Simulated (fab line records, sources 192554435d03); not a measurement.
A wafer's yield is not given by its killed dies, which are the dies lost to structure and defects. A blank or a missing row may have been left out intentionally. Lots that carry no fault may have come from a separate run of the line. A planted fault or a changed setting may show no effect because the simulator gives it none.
A lot that was struck, set against a sound lot | flow n5 finfet | 14 steps out of a route of 1938
Sound: these wafers, L796.2, L796.3, L796.5. Struck: wafer L808.5 (left out: L808.1, L808.2 of the same lot, which were not struck); the cause appears at the end.
Per side, at each step with rows, come the tool, then ch with its chambers, and then its first start. Under that, the readings that differ: sound wafers | struck wafers | difference of the means | sigmas: that difference in standard deviations of wafers without a fault.
alike: a reading whose means differ by less than 2 such deviations, as well as words and numbers matching on both sides. not compared: withheld readings; readings where some wafer has no value; bounds like >300 that might hide an equal value; numbers whose values overlap and for which the record gives no deviation.
Wherever a step has rows on one side only, a row that says differs or no value, or a row with sigmas, the two part there. Numbers that have no deviation but don't overlap get no sigmas and don't part them. Lack of a reading on every wafer of one side parts them only where that side has two or more wafers.

first, 2 steps without rows for these wafers: N5_BEOL_M12_TRENCH_ETCH_34 (etches SiOC in C4F8/O2/Ar, target depth 318.95 nm, time 125.5 s); N5_BEOL_M12_STRIP_70 (strips in C4F8/O2/Ar).
N5_BEOL_M12_OCD_MEAS_35:
  sound: ocd-01 at day 11 21:59; struck: ocd-02 at day 14 22:49
  reading              | sound       | struck | difference | sigmas
  trench depth nm (nm) | 309 307 320 | 327    | +15        | +3
then, 1 step without rows for these wafers: N5_BEOL_M12_STRIP_37 (strips in N2/H2).
N5_BEOL_M12_ETCH_38: etches SiCN in CF4/N2, target depth 68.7 nm, time 73.4 s.
  sound on rie diel-02 ch 0,2,3, day 11 22:43; struck on rie diel-02 ch 2, day 15 02:09
  alike: bias w, drypump motor current A, oes product au, rf vpp V, showerhead plenum p Torr, throttle valve pct
  not compared: rf hours counter h
then, 3 steps without rows for these wafers: N5_BEOL_M12_PRECLEAN_39 (cleans in residue remover, time 60 s); N5_BEOL_M12_SRD_40 (time 30 s, dry time 30 s); N5_BEOL_M12_DEGAS_41 (time 60 s).
N5_BEOL_M12_PRE_CLEAN_42: time 30 s.
  sound: pvd sputter-02 at day 11 22:58; struck: pvd sputter-03 at day 15 02:44
  alike: heater power w
N5_BEOL_M12_SPUTTER_43: material TaN, target thk 15 nm, time 24.19 s.
  sound: pvd sputter-02 at day 11 23:00; struck: pvd sputter-03 at day 15 02:47
  alike: throttle valve pct
then, 1 step without rows for these wafers: N5_BEOL_M12_SPUTTER_44 (material Ta, target thk 10 nm, time 16.13 s).
N5_BEOL_M12_SPUTTER_45: material Cu, target thk 80 nm, time 13.33 s.
  sound: pvd sputter-02 at day 11 23:10; struck: pvd sputter-03 at day 15 02:56
  alike: throttle valve pct
N5_BEOL_M12_ECD_47: material Cu, target thk 720 nm.
  sound on ecd cu-02 ch 0,1, day 11 23:19; struck on ecd cu-02 ch 1, day 15 03:04
  reading                                 | sound             | struck | difference | sigmas
  model.Cu_of_BEOL_M12_ECD_47.thk nm (nm) | 726.6 718.6 714.6 | 499.6  | -220.3     |
N5_BEOL_M12_ANNEAL_48: time 90 s.
  sound on rtp anneal-02 ch 0, day 11 23:39; struck on rtp anneal-02 ch 0, day 15 03:12
  alike: wafer_temp_C_max

WHERE THEY PART
Only at N5_BEOL_M12_OCD_MEAS_35, as far as this record shows. Later steps at which nothing parts them and some readings are alike: N5_BEOL_M12_ETCH_38, N5_BEOL_M12_PRE_CLEAN_42, N5_BEOL_M12_SPUTTER_43, N5_BEOL_M12_SPUTTER_45, N5_BEOL_M12_ANNEAL_48.

WHY: the cause the simulator had injected
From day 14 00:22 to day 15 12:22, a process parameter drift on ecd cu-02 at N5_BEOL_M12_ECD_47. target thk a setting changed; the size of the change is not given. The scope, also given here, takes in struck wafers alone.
